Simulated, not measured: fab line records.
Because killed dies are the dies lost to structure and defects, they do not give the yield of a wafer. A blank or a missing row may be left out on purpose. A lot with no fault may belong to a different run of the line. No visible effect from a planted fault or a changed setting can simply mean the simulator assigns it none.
Which tool was responsible? -- flow nand-harc -- 12 lots, 36 wafers sampled, at 5 steps of a route of 1302

== WHAT THE GAUGES READ, wafer by wafer ==
NHARC_END_SORT_01. Usual: killed-at-array 59, standard deviation 20; killed-at-other 0.8, standard deviation 1.1; killed-at-periphery 5, standard deviation 3.1; killed-dies 64, standard deviation 21; killed-open 3.4, standard deviation 1.9; killed-short 2.3, standard deviation 1.7.
lot,measured,on,killed-at-array,killed-at-other,killed-at-periphery,killed-dies,killed-open,killed-short,flag
L327,day 27 10:31,prober-02,674 674 672,0 0 1,3 3 4,677 677 677,3 2 6,2 1 2,OFF
L326,day 27 21:34,prober-01,677 676 676,0 0 0,0 1 1,677 677 677,1 3 4,2 1 0,OFF
L328,day 27 22:22,prober-02,674 674 673,0 0 0,3 3 4,677 677 677,2 2 3,2 1 2,OFF

== EACH LOT AND THE TOOL THAT RAN IT (in order: tool; ch and the chambers of the sampled wafers; start) ==
lot,NHARC_A_STAIRCASE_STRIP_175,NHARC_A_STAIRCASE_ETCH_190,NHARC_A_STAIRCASE_TRIM_196,NHARC_A_STAIRCASE_ETCH_203
L321,"plasma-asher-01 ch 0,1, day 16 11:16","rie-diel-13 ch 0,1,2, day 16 13:16","rie-diel-13 ch 0,1,2, day 16 14:03","rie-diel-13 ch 0,1,2, no start"
L327,"plasma-asher-02 ch 1, day 19 04:14","rie-diel-02 ch 0,2, day 19 06:04","rie-diel-02 ch 0,1,3, day 19 06:41","rie-diel-02 ch 1,3, day 27 10:31 or earlier"
L326,"plasma-asher-02 ch 0,1, day 19 12:54","rie-diel-13 ch 0,1,2, day 19 14:47","rie-diel-02 ch 0,1, day 19 15:25","rie-diel-02 ch 0,1,3, day 27 21:34 or earlier"
L328,"plasma-asher-01 ch 0,1, day 19 19:40","rie-diel-02 ch 0,1,3, day 19 21:29","rie-diel-13 ch 0,1,2, day 19 22:38","rie-diel-13 ch 0,2, day 27 22:22 or earlier"
L334,"plasma-asher-02 ch 0,1, day 21 20:32","rie-diel-13 ch 0,1,2, day 21 22:31","rie-diel-13 ch 0,2,3, day 21 23:12","rie-diel-13 ch 1,2, no start"
L335,"plasma-asher-02 ch 0,1, day 22 21:07","rie-diel-04 ch 0,3, day 23 02:28","rie-diel-04 ch 0,1,3, day 23 03:05","rie-diel-04 ch 0,1,3, no start"
L337,"plasma-asher-01 ch 0,1, day 23 00:28","rie-diel-13 ch 0,1,2, day 23 02:29","rie-diel-13 ch 1,2,3, day 23 03:07","rie-diel-13 ch 0,1,3, no start"
L338,"plasma-asher-02 ch 0,1, day 23 11:55","rie-diel-13 ch 0,2, day 23 13:51","rie-diel-13 ch 1,2,3, day 23 14:31","rie-diel-13 ch 0,1,3, no start"
L339,"plasma-asher-01 ch 0,1, day 24 07:06","rie-diel-04 ch 0,1,3, day 24 09:05","rie-diel-13 ch 0,1,3, day 24 09:45","rie-diel-13 ch 1,3, no start"
L341,"plasma-asher-01 ch 0,1, day 25 00:44","rie-diel-13 ch 0,2, day 25 02:37","rie-diel-04 ch 0,1, day 25 03:28","rie-diel-04 ch 1,2,3, no start"
L340,"plasma-asher-01 ch 0,1, day 25 01:58","rie-diel-13 ch 0,2,3, day 25 03:57","rie-diel-04 ch 0,3, day 25 04:35","rie-diel-04 ch 1,3, no start"
L342,"plasma-asher-01 ch 1, day 25 04:05","rie-diel-13 ch 1,2, day 25 06:31","rie-diel-13 ch 1,2,3, day 25 07:19","rie-diel-13 ch 2,3, no start"
- NHARC_A_STAIRCASE_STRIP_175: strips in O2.
- NHARC_A_STAIRCASE_ETCH_190: etches the open film in C4F8/O2, target depth 100 nm, time 40.5 s.
- NHARC_A_STAIRCASE_TRIM_196: chemistry O2, time 211.2 s.
- NHARC_A_STAIRCASE_ETCH_203: etches the open film in C4F8/O2, target depth 100 nm, time 40.5 s.

== AS READ BY THE TOOLS THEMSELVES (means over the sampled wafers that have a number; for cases with no such wafer, the mark the record gives instead) ==
NHARC_A_STAIRCASE_STRIP_175. Usual: drypump-motor-current-A 5.9 A, standard deviation 0.49; heater-power-w 321 W, standard deviation 37.
lot,tool,drypump-motor-current-A (A),heater-power-w (W),flag
L321,plasma-asher-01,6.2,305,
L327,plasma-asher-02,5.2,350,
L326,plasma-asher-02,5.8,364,
L328,plasma-asher-01,6.2,299,
L334,plasma-asher-02,5.8,368,
L335,plasma-asher-02,5.5,352,
L337,plasma-asher-01,6.2,303,
L338,plasma-asher-02,5.8,367,
L339,plasma-asher-01,5.9,282,
L341,plasma-asher-01,5.9,282,
L340,plasma-asher-01,5.9,281,
L342,plasma-asher-01,6.5,315,

NHARC_A_STAIRCASE_ETCH_190. Usual: bias-w 1000.2 W, standard deviation 2.8; chamber-pressure-mTorr 25.000 mTorr, standard deviation 0.024; oes-product-au 0.945 a.u., standard deviation 0.014; rf-vpp-V 897 V, standard deviation 4.9.
lot,tool,bias-w (W),chamber-pressure-mTorr (mTorr),oes-product-au (a.u.),rf-vpp-V (V),flag
L321,rie-diel-13,1000.7,24.994,0.945,897,
L327,rie-diel-02,-,-,-,-,OFF
L326,rie-diel-13,-,-,-,-,OFF
L328,rie-diel-02,-,-,-,-,OFF
L334,rie-diel-13,999.5,25.004,0.939,896,
L335,rie-diel-04,1001.9,24.998,0.960,899,
L337,rie-diel-13,1002.0,25.009,0.947,896,
L338,rie-diel-13,1000.0,25.001,0.951,892,
L339,rie-diel-04,999.5,24.978,0.970,899,
L341,rie-diel-13,999.3,25.011,0.942,893,
L340,rie-diel-13,1001.1,25.010,0.929,893,
L342,rie-diel-13,999.7,25.007,0.940,894,

NHARC_A_STAIRCASE_TRIM_196. Usual: drypump-motor-current-A 5.9 A, standard deviation 0.61; mfc-ar-sccm 0.019 sccm, standard deviation 0.0098; oes-product-au 1.005 a.u., standard deviation 0.011; rf-vpp-V 57.8 V, standard deviation 0.93; showerhead-plenum-p-Torr 3.57 Torr, standard deviation 0.14; throttle-valve-pct 17.036 %, standard deviation 0.0092.
lot,tool,drypump-motor-current-A (A),mfc-ar-sccm (sccm),oes-product-au (a.u.),rf-vpp-V (V),showerhead-plenum-p-Torr (Torr),throttle-valve-pct (%),flag
L321,rie-diel-13,5.6,0.023,1.005,57.9,3.55,17.049,
L327,rie-diel-02,6.6,0.013,0.995,56.9,3.54,17.033,
L326,rie-diel-02,6.6,0.004,1.009,56.9,3.62,17.030,
L328,rie-diel-13,5.6,0.023,1.002,57.7,3.54,17.036,
L334,rie-diel-13,5.4,0.017,1.014,57.4,3.45,17.039,
L335,rie-diel-04,5.8,0.022,1.013,57.0,3.62,17.038,
L337,rie-diel-13,5.8,0.020,0.995,58.0,3.53,17.036,
L338,rie-diel-13,5.8,0.020,0.995,57.6,3.52,17.034,
L339,rie-diel-13,5.9,0.022,1.001,58.6,3.57,17.039,
L341,rie-diel-04,5.9,0.022,1.032,56.9,3.59,17.031,
L340,rie-diel-04,5.8,0.027,1.017,57.8,3.60,17.035,
L342,rie-diel-13,5.8,0.020,1.009,58.4,3.52,17.031,

NHARC_A_STAIRCASE_ETCH_203. Usual: bias-w 1000.3 W, standard deviation 2.9; chamber-pressure-mTorr 25.001 mTorr, standard deviation 0.024; oes-product-au 0.948 a.u., standard deviation 0.012; rf-vpp-V 897 V, standard deviation 4.9.
lot,tool,bias-w (W),chamber-pressure-mTorr (mTorr),oes-product-au (a.u.),rf-vpp-V (V),flag
L321,rie-diel-13,1000.4,24.985,0.947,898,
L327,rie-diel-02,1002.9,24.997,0.952,893,
L326,rie-diel-02,999.3,24.989,0.952,895,
L328,rie-diel-13,1001.4,24.995,0.954,891,
L334,rie-diel-13,1001.4,24.984,0.941,899,
L335,rie-diel-04,1001.6,24.993,0.962,900,
L337,rie-diel-13,1000.3,24.991,0.933,897,
L338,rie-diel-13,1003.6,25.016,0.940,898,
L339,rie-diel-13,996.8,24.989,0.947,900,
L341,rie-diel-04,999.4,25.004,0.958,897,
L340,rie-diel-04,997.8,24.993,0.941,900,
L342,rie-diel-13,1001.1,25.001,0.942,890,

== THE ANSWER, worked out from the rows above alone ==
Rule: take the mean of a lot's wafers that have a number; if it is more than 3 standard deviations from the usual mean, the lot is off. Also off: a lot with no number at a reading for which 4 or more lots have one. Any other lot the step has rows for is counted as sound. Order of review: gauges by route order, followed by the tools' own readings, for which a lot's mean as printed above is used. The first step at which some lot is off is used, and at that step the reading that is off furthest; a lot without a number counts as furthest.
Off at NHARC_END_SORT_01 (killed-at-array): L327, L326, L328. Neither off nor sound, because the step has no rows for them: L321, L334, L335, L337, L338, L339, L341, L340, L342.
A tool fits if, at a process step before that reading, it ran every lot that is off, and no sound lot after the first of them. Not tried: the gauges at NHARC_END_SORT_01; whatever is off there is also off at NHARC_A_STAIRCASE_ETCH_190, on other tools, and gauge error can't account for it. NHARC_A_STAIRCASE_ETCH_203 gives no start for some lots, so the hours and the order of its lots are those of NHARC_END_SORT_01. Not one of the candidates tried fits.

== WHAT HAD BEEN PUT IN BY THE SIMULATOR ==
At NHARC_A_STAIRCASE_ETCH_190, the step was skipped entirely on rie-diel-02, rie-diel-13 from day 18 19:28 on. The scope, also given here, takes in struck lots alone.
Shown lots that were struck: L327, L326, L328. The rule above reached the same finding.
